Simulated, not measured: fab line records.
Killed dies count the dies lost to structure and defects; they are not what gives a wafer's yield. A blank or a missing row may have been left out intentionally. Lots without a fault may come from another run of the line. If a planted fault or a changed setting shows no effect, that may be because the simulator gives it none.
Split-lot trial | flow n5_finfet | 39 wafers read from 7 lots, route of 1938 steps

## THE SPLIT
At N5_SDB_ETCH_25 (etches SiO2 in C4F6/O2, target depth 10 nm, time 3.3 s), the setting time_s was moved away from the recipe's 3.3 s on 15 of the 39 wafers read, by -33.8% to +40.8%. For the rest of the wafers, this setting stayed at what the recipe calls for.

The split's own step is where the reading is taken.

## THE READING
etch.depth_nm (the simulator's own value, which no gauge read), in nm, at N5_SDB_ETCH_25 (etches SiO2 in C4F6/O2, target depth 10 nm, time 3.3 s). The file does not state a usual value for it. Here, 24 wafers ran the recipe; their average is 9.898 nm with a standard deviation of 0.23 nm.

wafer  | tool, chamber at the split | time_s as run, s | against the recipe | etch.depth_nm, nm | against lot-mates on the recipe
L076.1 | rie_diel-04, 1             | 3.3              | recipe             | 10.13             | -
L076.2 | rie_diel-04, 3             | 3.3              | recipe             | 9.966             | -
L076.3 | rie_diel-04, 2             | 3.3              | recipe             | 9.908             | -
L076.4 | rie_diel-04, 0             | 2.184            | -33.8%             | 6.733             | -3.268
L076.5 | rie_diel-04, 0             | 2.184            | -33.8%             | 6.726             | -3.275
L076.6 | rie_diel-04, 1             | 2.184            | -33.8%             | 6.741             | -3.260
L078.1 | rie_diel-01, 1             | 3.3              | recipe             | 10.27             | -
L078.2 | rie_diel-01, 0             | 3.3              | recipe             | 10.03             | -
L078.3 | rie_diel-01, 2             | 3.3              | recipe             | 9.719             | -
L083.1 | rie_diel-01, 1             | 3.3              | recipe             | 10.23             | -
L083.2 | rie_diel-01, 2             | 4.195            | +27.1%             | 12.25             | +2.309
L083.3 | rie_diel-01, 3             | 4.195            | +27.1%             | 12.17             | +2.229
L083.4 | rie_diel-01, 0             | 4.195            | +27.1%             | 12.76             | +2.819
L083.5 | rie_diel-01, 3             | 3.3              | recipe             | 9.608             | -
L083.6 | rie_diel-01, 0             | 3.3              | recipe             | 9.984             | -
L084.1 | rie_diel-03, 0             | 3.3              | recipe             | 10.08             | -
L084.2 | rie_diel-03, 3             | 3.3              | recipe             | 9.636             | -
L084.3 | rie_diel-03, 1             | 3.3              | recipe             | 9.989             | -
L084.4 | rie_diel-03, 3             | 3.3              | recipe             | 9.453             | -
L084.5 | rie_diel-03, 1             | 3.3              | recipe             | 9.911             | -
L084.6 | rie_diel-03, 0             | 3.3              | recipe             | 10.09             | -
L085.1 | rie_diel-03, 2             | 3.909            | +18.5%             | 11.62             | +1.540
L085.6 | rie_diel-03, 2             | 3.909            | +18.5%             | 11.62             | +1.540
L085.2 | rie_diel-03, 1             | 3.3              | recipe             | 10.01             | -
L085.3 | rie_diel-03, 3             | 3.909            | +18.5%             | 11.52             | +1.440
L085.4 | rie_diel-03, 0             | 3.3              | recipe             | 10.13             | -
L085.5 | rie_diel-03, 1             | 3.3              | recipe             | 10.1              | -
L093.1 | rie_diel-03, 2             | 3.3              | recipe             | 9.705             | -
L093.2 | rie_diel-03, 1             | 2.462            | -25.4%             | 7.409             | -2.433
L093.3 | rie_diel-03, 3             | 2.462            | -25.4%             | 7.169             | -2.673
L093.4 | rie_diel-03, 0             | 2.462            | -25.4%             | 7.296             | -2.546
L093.5 | rie_diel-03, 0             | 3.3              | recipe             | 9.898             | -
L093.6 | rie_diel-03, 1             | 3.3              | recipe             | 9.923             | -
L094.1 | rie_diel-01, 0             | 4.647            | +40.8%             | 14.1              | +4.505
L094.2 | rie_diel-01, 3             | 3.3              | recipe             | 9.502             | -
L094.3 | rie_diel-01, 2             | 4.647            | +40.8%             | 13.52             | +3.925
L094.4 | rie_diel-01, 1             | 4.647            | +40.8%             | 14.32             | +4.725
L094.5 | rie_diel-01, 2             | 3.3              | recipe             | 9.672             | -
L094.6 | rie_diel-01, 3             | 3.3              | recipe             | 9.612             | -

THE FIT
A straight line over all 39 wafers: etch.depth_nm changes by +0.0969 nm for each +1% of time_s; r = +0.99; the points scatter about the line by 0.23 nm.
The same after taking each lot's own level away (the mean of its wafers on the recipe; 39 wafers): +0.0991 nm for each +1%; r = +0.99; scatter 0.24 nm.
On that fit, the largest move of time_s shifts the reading by 4 nm.
Across the lots, their own levels run from 9.5953 to 10.0800 nm, a range of 2.1 times the standard deviation given above.
Consequently the slope shifts little with the lot-to-lot level, the two slopes agreeing.
Check: with one of the wafers moved furthest among these (+40.8%) left out of the fit, the line predicts +3.96 nm for it against its lot-mates. Against them it came out at +4.5 nm.

## THE OTHER SPLITS THESE WAFERS WENT THROUGH
Note: prior to the reading, these wafers also went through further splits. Each is held against what the fit with the lots' levels taken away leaves over:
other split on the same wafers                    | wafers away from the commonest value | r with etch.depth_nm (lot level and that fit taken away)
N5_ZERO_LAYER_DEVELOP_10 develop_time_s           | 12                                   | +0.15
N5_PMOS_HMC_CHANNEL_EPI_DEVELOP_08 develop_time_s | 15                                   | -0.13
N5_SD_EPI_P_ETCH_16 target_depth_a                | 12                                   | -0.26

## THE FILE'S OWN FIT
etch.depth_nm changes by +0.099 nm for each +1% of time_s, r = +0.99.
